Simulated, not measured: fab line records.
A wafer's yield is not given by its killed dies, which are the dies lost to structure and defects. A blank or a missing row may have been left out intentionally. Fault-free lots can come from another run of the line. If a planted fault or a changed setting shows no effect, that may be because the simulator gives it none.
Which of the tools did it? / flow nand_harc / 6 lots, 18 wafers sampled, at 1 step of a route of 1302

## WHAT THE GAUGES READ, wafer by wafer
NHARC_P_M1_INSPECT_11.
lot=L462; measured=day 6 20:57; on=defect_inspect-02; raw_defect_count=9 7 8
lot=L464; measured=day 8 02:16; on=defect_inspect-02; raw_defect_count=12 3 5
lot=L467; measured=day 9 02:20; on=defect_inspect-01; raw_defect_count=3 1 4
lot=L470; measured=day 10 13:51; on=defect_inspect-01; raw_defect_count=9 8 5
lot=L472; measured=day 11 08:49; on=defect_inspect-02; raw_defect_count=6 5 5
lot=L483; measured=day 15 16:42; on=defect_inspect-01; raw_defect_count=2 0 1

## WHICH TOOL RAN EACH LOT (tool, then ch and the chambers of the sampled wafers, then the start)
Record: no process step prior to these readings.

## THE ANSWER, worked out from the rows above alone
Rule: usual is defined by the lots themselves. Put in order of their means at a reading, lots are off if they are a third of the lots or fewer, leave a main group of 4 or more, and stand apart from it by a gap of 3 or more times the standard deviation of the main group's means; of several such gaps the widest counts. A main group whose means are all the same, to the digits that the tables above print for the reading, isn't used. A lot without any number at a reading at which 4 lots or more have one is off too. Any other lot the step has rows for is counted as sound.
No lot is off at any reading shown: from this, nothing can be told.

## WHAT WAS PUT IN BY THE SIMULATOR
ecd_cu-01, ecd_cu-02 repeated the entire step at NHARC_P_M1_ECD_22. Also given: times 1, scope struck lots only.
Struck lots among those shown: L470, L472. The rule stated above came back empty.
